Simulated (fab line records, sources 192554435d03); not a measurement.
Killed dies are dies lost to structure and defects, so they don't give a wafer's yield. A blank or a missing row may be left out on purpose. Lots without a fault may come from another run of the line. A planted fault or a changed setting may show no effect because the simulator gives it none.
Which tool did it? | flow n5_finfet | 6 lots, 18 wafers sampled, at 1 step of a route of 1938

WHAT THE GAUGES READ, wafer by wafer
N5_BEOL_M15_OVL_MEAS_29.
lot  | measured     | on         | M15_OVL (nm)
L328 | day 12 11:16 | overlay-01 | -1 -5 0
L329 | day 13 08:23 | overlay-01 | -2 -4 0
L334 | day 13 17:19 | overlay-02 | -6 -10 -11
L343 | day 15 12:13 | overlay-01 | 6 10 -2
L348 | day 17 09:23 | overlay-02 | 1 13 7
L347 | day 17 18:13 | overlay-01 | 0 0 -11

WHICH TOOL RAN EACH LOT (tool, then ch and the chambers of the sampled wafers, then the start)
The record holds no process step before these readings.

THE ANSWER, worked out from the rows above alone
Rule: what is usual is taken from the lots themselves. Put in order of their means at a reading, lots are off if they are a third of the lots or fewer, leave a main group of 4 or more, and stand apart from it by a gap of 3 or more times the standard deviation of the main group's means; of several such gaps the widest counts. A main group whose means are all the same, to the digits that the tables above print for the reading, isn't used. A lot without any number at a reading at which 4 lots or more have one is off too. The other lots that the step has rows for count as sound.
No lot is off at any reading shown: from this, nothing can be told.

WHAT THE SIMULATOR HAD PUT IN
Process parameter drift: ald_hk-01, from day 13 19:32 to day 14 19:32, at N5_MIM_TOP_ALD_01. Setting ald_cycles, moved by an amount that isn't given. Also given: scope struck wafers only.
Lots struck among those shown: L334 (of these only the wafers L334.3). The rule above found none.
